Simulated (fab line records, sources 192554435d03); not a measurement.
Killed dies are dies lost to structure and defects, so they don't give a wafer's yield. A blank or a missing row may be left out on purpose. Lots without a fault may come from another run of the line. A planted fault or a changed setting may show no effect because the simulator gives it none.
Problem report in the 8D (eight disciplines) form, filled by code | flow n5_finfet | the parts of the form that need people (team, actions taken, sign-off) are left out

1. THE PROBLEM
spin_speed_rpm at N5_BEOL_M6_COAT_60 reads a mean of 1669.5 rpm on 6 wafers of 2 lots; wafers without a fault read 1499.8 rpm with a standard deviation of 0.98. That is +99 or more standard deviations from the usual mean.
The step: time 60 s, resist thk 35 nm.
First seen on wafer L483.1, day 11 10:05, on litho_track-05. The record holds 36 wafers of 12 lots with a number at this step. Rule for "out", or "out of limits": more than 4 standard deviations from the usual mean. The other wafers with a number count as sound.

2. WHAT IT IS AND WHAT IT IS NOT
question                    | is                     | is not
which readings at this step | spin_speed_rpm         | -
which lots                  | L483, L485             | L473, L474, L476, L477, L479, L484, L490, L491, L494, L495
which wafers of those lots  | all that have a number | -
read on which tools         | litho_track-05         | litho_track-01, litho_track-02
when                        | from day 11 10:05      | up to then (15 sound wafers); but 15 sound wafers of L484, L490, L491, L494, L495 came after

3. SUSPECTS, AND WHAT RULES EACH OUT
Counting: a tool at a process step up to the reading stays a suspect if it ran every lot that is out and no sound lot after the first of them.
- litho_track-05 at N5_BEOL_M6_COAT_60 (time 60 s, resist thk 35 nm): ruled out as a lasting fault. Sound lots L490 ran on it after its first lot that is out, L483 (day 11 10:05).
Left after counting: nothing in the record.

4. THE CAUSE (what the simulator had put in)
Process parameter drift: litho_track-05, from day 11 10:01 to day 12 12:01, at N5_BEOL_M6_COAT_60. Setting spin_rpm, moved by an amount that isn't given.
Counting ruled it out, wrongly.

5. THE CHAIN OF EFFECTS, in route order
Each row: a reading whose mean over the struck wafers that have a number lies more than 3 standard deviations from the usual. Only readings for which the record gives a usual standard deviation are gone through. hours: the time from each lot's start at the first step in this table that gives one to its start at this step, as a median over the lots. sigmas: the change in usual standard deviations.
hours | step               | reading        | usual      | on struck wafers | change | sigmas
0     | N5_BEOL_M6_COAT_60 | spin_speed_rpm | 1499.8 rpm | 1669.5           | +169.7 | +99 or more
The process steps in it:
- N5_BEOL_M6_COAT_60: time 60 s, resist thk 35 nm.
Later measuring or inspecting steps at which every struck wafer that the step has a row for has a number for every such reading, and none has moved that far: N5_BEOL_M6_OVL_MEAS_12.

6. WHAT WOULD HAVE CAUGHT IT SOONER
In this record the first reading out of limits was taken at day 11 10:05, 0 hours after the fault began at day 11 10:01.
